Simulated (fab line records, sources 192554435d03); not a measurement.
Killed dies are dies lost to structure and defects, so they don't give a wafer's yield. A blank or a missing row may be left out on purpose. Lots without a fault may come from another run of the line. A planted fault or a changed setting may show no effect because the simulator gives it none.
Split-lot experiment | flow n5_finfet | 7 lots, 39 wafers read, on a route of 1938 steps

THE SPLIT
At N5_BEOL_M5_ETCH_62 (etches SOC in N2/H2, target depth 75 nm, overetch 15 nm, time 112.5 s), the setting target_depth_a was moved away from the recipe's 750 angstrom on 15 of the 39 wafers read, by -47.1% to +23.4%. The other wafers ran this setting at the recipe's value.

FROM THE SPLIT TO THE READING: what the file shows between them, 4 steps
- N5_BEOL_M5_STRIP_63: strips in N2/H2
- N5_BEOL_M5_STRIP_73: strips in N2/H2
- N5_BEOL_M5_STRIP_36: strips in N2/H2
- N5_BEOL_M5_TRENCH_ETCH_37: etches SiCOH lowk in C4F6/O2, target depth 71.652 nm, time 24.7 s

THE READING
BEOL_M5.cd_nm (the simulator's own value, which no gauge read), in nm, at N5_BEOL_M5_ETCH_41 (etches SiCN in CH3F/O2, target depth 31.5 nm, time 56.7 s). The file gives no usual value for it. The 24 wafers here that ran the recipe average 28.0 nm, standard deviation 0.19 nm.

wafer  | tool, chamber at the split | target_depth_a as run, angstrom | against the recipe | BEOL_M5.cd_nm, nm | against lot-mates on the recipe
L074.1 | rie_diel-05, 1             | 397.1                           | -47.1%             | 27                | -1.0
L074.2 | rie_diel-05, 2             | 397.1                           | -47.1%             | 27                | -1.0
L074.3 | rie_diel-05, 3             | 397.1                           | -47.1%             | 27                | -1.0
L074.4 | rie_diel-05, 1             | 750                             | recipe             | 28                | -
L074.5 | rie_diel-05, 2             | 750                             | recipe             | 28                | -
L074.6 | rie_diel-05, 3             | 750                             | recipe             | 28                | -
L078.1 | rie_diel-02, 0             | 750                             | recipe             | 28                | -
L078.4 | rie_diel-02, 3             | 750                             | recipe             | 28                | -
L078.6 | rie_diel-02, 1             | 750                             | recipe             | 27.8              | -
L080.1 | rie_diel-02, 1             | 617.8                           | -17.6%             | 27.6              | -0.3
L080.6 | rie_diel-02, 3             | 617.8                           | -17.6%             | 27.6              | -0.3
L080.2 | rie_diel-02, 3             | 750                             | recipe             | 28.2              | -
L080.3 | rie_diel-02, 0             | 750                             | recipe             | 27.6              | -
L080.4 | rie_diel-02, 0             | 750                             | recipe             | 28                | -
L080.5 | rie_diel-02, 1             | 617.8                           | -17.6%             | 27.4              | -0.5
L079.1 | rie_diel-02, 3             | 750                             | recipe             | 28.6              | -
L079.2 | rie_diel-02, 0             | 750                             | recipe             | 28                | -
L079.3 | rie_diel-02, 1             | 750                             | recipe             | 28                | -
L079.5 | rie_diel-02, 0             | 750                             | recipe             | 28                | -
L079.6 | rie_diel-02, 1             | 750                             | recipe             | 28                | -
L079.4 | rie_diel-02, 3             | 750                             | recipe             | 28.2              | -
L085.1 | rie_diel-05, 1             | 750                             | recipe             | 27.8              | -
L085.2 | rie_diel-05, 3             | 882                             | +17.6%             | 28.2              | +0.1
L085.4 | rie_diel-05, 0             | 882                             | +17.6%             | 28.2              | +0.1
L085.6 | rie_diel-05, 1             | 882                             | +17.6%             | 28.2              | +0.1
L085.3 | rie_diel-05, 2             | 750                             | recipe             | 28.2              | -
L085.5 | rie_diel-05, 2             | 750                             | recipe             | 28.2              | -
L091.1 | rie_diel-02, 0             | 750                             | recipe             | 28                | -
L091.6 | rie_diel-02, 0             | 750                             | recipe             | 28                | -
L091.2 | rie_diel-02, 3             | 925.8                           | +23.4%             | 28.8              | +0.7
L091.4 | rie_diel-02, 2             | 925.8                           | +23.4%             | 28.8              | +0.7
L091.3 | rie_diel-02, 1             | 925.8                           | +23.4%             | 28.6              | +0.5
L091.5 | rie_diel-02, 1             | 750                             | recipe             | 28.2              | -
L093.1 | rie_diel-02, 0             | 750                             | recipe             | 28                | -
L093.2 | rie_diel-02, 1             | 556.3                           | -25.8%             | 27.2              | -0.8
L093.3 | rie_diel-02, 3             | 556.3                           | -25.8%             | 27.6              | -0.4
L093.5 | rie_diel-02, 2             | 556.3                           | -25.8%             | 27.6              | -0.4
L093.4 | rie_diel-02, 2             | 750                             | recipe             | 28.2              | -
L093.6 | rie_diel-02, 3             | 750                             | recipe             | 27.8              | -

THE FIT
A straight line over all 39 wafers: BEOL_M5.cd_nm changes by +0.0225 nm for each +1% of target_depth_a; r = +0.90; the points scatter about the line by 0.19 nm.
The same after taking each lot's own level away (the mean of its wafers on the recipe; 39 wafers): +0.0211 nm for each +1%; r = +0.91; scatter 0.18 nm.
On that fit, the largest move of target_depth_a shifts the reading by 0.99 nm.
The lots' own levels span 27.93 to 28.13 nm, that is 1.1 times the standard deviation above.
So the lot-to-lot level changes the slope little: the two slopes agree.
Check: with one of the wafers moved furthest among these (-47.1%) left out of the fit, the line predicts -1 nm for it against its lot-mates. It came out at -1 nm against them.

OTHER SPLITS ON THESE WAFERS
These wafers also went through other splits before the reading. Each is held against what the fit with the lots' levels taken away leaves over:
other split on the same wafers | wafers away from the commonest value | r with BEOL_M5.cd_nm (lot level and that fit taken away)
N5_BEOL_M2_VIA_ETCH_34 time_s  | 12                                   | +0.06

THE WHOLE CHAIN: every reading that the file lists as answering this split, in the file's order
step                   | what it does                                                          | reading                                                                          | change (the file's fit)                                                              | r (the file's)
N5_BEOL_M5_ETCH_62     | etches SOC in N2/H2, target depth 75 nm, overetch 15 nm, time 112.5 s | etch.depth_nm (the simulator's own value, which no gauge read)                   | not straight: 54.73 at the lowest setting, 60.09 at the recipe, 60.08 at the highest | not given
N5_BEOL_M5_ETCH_62     | etches SOC in N2/H2, target depth 75 nm, overetch 15 nm, time 112.5 s | SiARC_of_BEOL_M5_COAT_60.thk_nm (the simulator's own value, which no gauge read) | -0.0438 nm for each +1% of the setting                                               | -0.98
N5_BEOL_M5_ETCH_62     | etches SOC in N2/H2, target depth 75 nm, overetch 15 nm, time 112.5 s | BEOL_M5.cd_nm (the simulator's own value, which no gauge read)                   | +0.0195 nm for each +1% of the setting                                               | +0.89
N5_BEOL_M5_ETCH_41     | etches SiCN in CH3F/O2, target depth 31.5 nm, time 56.7 s             | BEOL_M5.cd_nm (the simulator's own value, which no gauge read)                   | +0.0212 nm for each +1% of the setting                                               | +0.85
N5_BEOL_M5_OCD_MEAS_38 |                                                                       | trench_depth_nm                                                                  | not straight: 1.9 at the lowest setting, 71.3 at the recipe, 71.8 at the highest     | not given

THE FILE'S OWN FIT
BEOL_M5.cd_nm changes by +0.0212 nm for each +1% of target_depth_a, r = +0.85.
